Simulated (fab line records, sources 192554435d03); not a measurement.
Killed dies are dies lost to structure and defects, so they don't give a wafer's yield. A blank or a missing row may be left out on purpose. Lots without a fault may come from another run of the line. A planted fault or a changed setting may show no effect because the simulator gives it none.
Which tool did it? | flow n5_finfet | 13 lots, 37 wafers sampled, at 4 steps of a route of 1938

WHAT THE GAUGES READ, wafer by wafer
N5_MIM_TOP_LITHO_OVL_MEAS_11. Usual: MIM_TOP_OVL 1 nm, standard deviation 5.3.
lot  | measured     | on         | MIM_TOP_OVL (nm) | flag
L955 | day 12 08:09 | overlay-01 | 0 0 -4           |
L956 | day 12 03:56 | overlay-01 | -5 4 3           |
L957 | day 13 00:40 | overlay-01 | -1 -2 -4         |
L958 | day 12 08:59 | overlay-02 | 5 8 2            |
L959 | day 12 13:54 | overlay-02 | 5 12 13          |
L966 | day 14 17:34 | overlay-02 | 3 8 3            |
L967 | day 15 04:26 | overlay-02 | -1 -3 7          |
L971 | day 15 20:58 | overlay-01 | -2 6 -2          |
L972 | day 15 21:13 | overlay-02 | -2 12 5          |
L974 | day 16 07:15 | overlay-02 | -6 -9            |
L976 | day 16 23:25 | overlay-02 | 2 8 15           |
L977 | day 17 00:38 | overlay-01 | -1 -1            |
L978 | day 17 08:18 | overlay-01 | 1 8 7            |

N5_PASSIVATION_CD_MEAS_10: target cd 3000 nm. Usual: cd_nm 2999.1 nm, standard deviation 2.6.
lot  | measured     | on        | cd_nm (nm)           | flag
L955 | day 12 11:38 | cd_sem-02 | 3000.0 3004.2 3000.0 |
L956 | day 12 06:44 | cd_sem-01 | 2995.6 2996.8 2993.0 |
L957 | day 13 05:26 | cd_sem-01 | 3001.2 2998.3 2994.6 |
L958 | day 12 11:47 | cd_sem-03 | 2996.5 2996.3 2995.1 |
L959 | day 12 16:43 | cd_sem-01 | 2996.7 2999.8 2997.4 |
L966 | day 14 21:43 | cd_sem-02 | 2995.1 2999.8 2994.8 |
L967 | day 15 08:14 | cd_sem-01 | 3002.5 3001.2 3000.8 |
L971 | day 16 00:46 | cd_sem-02 | 3001.5 3002.4 2998.6 |
L972 | day 16 00:55 | cd_sem-01 | 2997.7 3001.7 2999.5 |
L974 | day 16 09:59 | cd_sem-01 | 3002.0 3000.2        |
L976 | day 17 01:40 | cd_sem-03 | 3001.7 3002.5 2996.9 |
L977 | day 17 06:42 | cd_sem-02 | 2998.4 3000.7        |
L978 | day 17 12:02 | cd_sem-01 | 2999.5 2997.8 3000.6 |

WHICH TOOL RAN EACH LOT (tool, then ch and the chambers of the sampled wafers, then the start)
lot  | N5_HKMG_FIN_ETCHBACK_68           | N5_MIM_TOP_ETCH_PECVD_03
L955 | rie_metal-01 ch 0,1, day 4 05:20  | pecvd-03 ch 0,1,2, day 12 08:39
L956 | rie_metal-01 ch 0,1, day 4 14:58  | pecvd-01 ch 0,1,2, day 12 04:19
L957 | rie_metal-01 ch 0,1, day 4 19:40  | pecvd-04 ch 0,1,2, day 13 01:01
L958 | rie_metal-01 ch 0,1, day 5 02:31  | pecvd-01 ch 0,1, day 12 09:20
L959 | rie_metal-03 ch 0, day 5 07:55    | pecvd-01 ch 0,1,2, day 12 14:41
L966 | rie_metal-01 ch 0,1, day 7 03:02  | pecvd-04 ch 0,1,2, day 14 18:04
L967 | rie_metal-01 ch 0,1, day 7 12:01  | pecvd-04 ch 0,1,2, day 15 05:07
L971 | rie_metal-03 ch 0,1, day 8 08:16  | pecvd-03 ch 0,1, day 15 21:19
L972 | rie_metal-03 ch 0,1, day 8 14:33  | pecvd-01 ch 1,2, day 15 21:34
L974 | rie_metal-02 ch 0,1, day 9 00:26  | pecvd-04 ch 0,2, day 16 07:44
L976 | rie_metal-03 ch 0,1, day 9 13:13  | pecvd-03 ch 0,1,2, day 16 23:49
L977 | rie_metal-03 ch 0,1, day 9 17:17  | pecvd-01 ch 0,2, day 17 01:31
L978 | rie_metal-03 ch 0,1, day 10 01:41 | pecvd-01 ch 0,1, day 17 08:47
- N5_HKMG_FIN_ETCHBACK_68: etches the open film in Cl2/Ar, stops on HfO2, target depth 0.5 nm.
- N5_MIM_TOP_ETCH_PECVD_03: deposits SiNx from SiH4/NH3/N2, target thk 20 nm, time 17.6 s.

WHAT THE TOOLS THEMSELVES READ (means of the sampled wafers that have a number; where no wafer has one, the mark that the record gives instead)
N5_HKMG_FIN_ETCHBACK_68. Usual: drypump_motor_current_A 6.1 A, standard deviation 0.46; oes_product_au 0.71 a.u., standard deviation 0.1; throttle_valve_pct 20.9 %, standard deviation 0.31.
lot  | tool         | drypump_motor_current_A (A) | oes_product_au (a.u.) | throttle_valve_pct (%) | flag
L955 | rie_metal-01 | 6.4                         | 0.72                  | 20.9                   |
L956 | rie_metal-01 | 6.4                         | 0.72                  | 20.9                   |
L957 | rie_metal-01 | 6.4                         | 0.72                  | 20.9                   |
L958 | rie_metal-01 | 6.5                         | 0.66                  | 21.1                   |
L959 | rie_metal-03 | 5.6                         | 0.71                  | 21.1                   |
L966 | rie_metal-01 | 6.5                         | 0.66                  | 21.1                   |
L967 | rie_metal-01 | 6.4                         | 0.71                  | 21.0                   |
L971 | rie_metal-03 | 5.7                         | 0.75                  | 20.9                   |
L972 | rie_metal-03 | 5.7                         | 0.75                  | 20.9                   |
L974 | rie_metal-02 | 5.5                         | 0.67                  | 21.0                   |
L976 | rie_metal-03 | 5.8                         | 0.81                  | 20.6                   |
L977 | rie_metal-03 | 5.8                         | 0.78                  | 20.8                   |
L978 | rie_metal-03 | 5.6                         | 0.76                  | 20.9                   |

N5_MIM_TOP_ETCH_PECVD_03. Usual: heater_power_outer_w 462 W, standard deviation 61; heater_power_w 773 W, standard deviation 81; showerhead_plenum_p_Torr 5.09 Torr, standard deviation 0.083; throttle_valve_pct 39.9 %, standard deviation 2.1.
lot  | tool     | heater_power_outer_w (W) | heater_power_w (W) | showerhead_plenum_p_Torr (Torr) | throttle_valve_pct (%) | flag
L955 | pecvd-03 | 480                      | 824                | 5.14                            | 38.2                   |
L956 | pecvd-01 | 444                      | 738                | 5.03                            | 40.9                   |
L957 | pecvd-04 | 474                      | 790                | 5.15                            | 39.7                   |
L958 | pecvd-01 | 486                      | 795                | 5.03                            | 40.8                   |
L959 | pecvd-01 | 418                      | 709                | 5.02                            | 40.9                   |
L966 | pecvd-04 | 513                      | 833                | 5.16                            | 39.7                   |
L967 | pecvd-04 | 505                      | 822                | 5.16                            | 39.9                   |
L971 | pecvd-03 | 495                      | 826                | 5.13                            | 38.8                   |
L972 | pecvd-01 | 365                      | 640                | 4.98                            | 42.8                   |
L974 | pecvd-04 | 546                      | 866                | 5.12                            | 39.4                   |
L976 | pecvd-03 | 445                      | 762                | 5.14                            | 38.1                   |
L977 | pecvd-01 | 490                      | 792                | 5.07                            | 39.5                   |
L978 | pecvd-01 | 430                      | 733                | 4.99                            | 42.7                   |

THE ANSWER, worked out from the rows above alone
Rule: a lot is off if the mean of its wafers that have a number lies more than 3 standard deviations from the usual mean. A lot without any number at a reading at which 4 lots or more have one is off too. The other lots that the step has rows for count as sound. The gauges are gone through in route order, then the tools' own readings, and for those a lot's mean is taken as printed above. The first step at which some lot is off is used, and at that step the reading that is off furthest; a lot without a number counts as furthest.
No lot is off at any reading shown: from this, nothing can be told.

WHAT THE SIMULATOR HAD PUT IN
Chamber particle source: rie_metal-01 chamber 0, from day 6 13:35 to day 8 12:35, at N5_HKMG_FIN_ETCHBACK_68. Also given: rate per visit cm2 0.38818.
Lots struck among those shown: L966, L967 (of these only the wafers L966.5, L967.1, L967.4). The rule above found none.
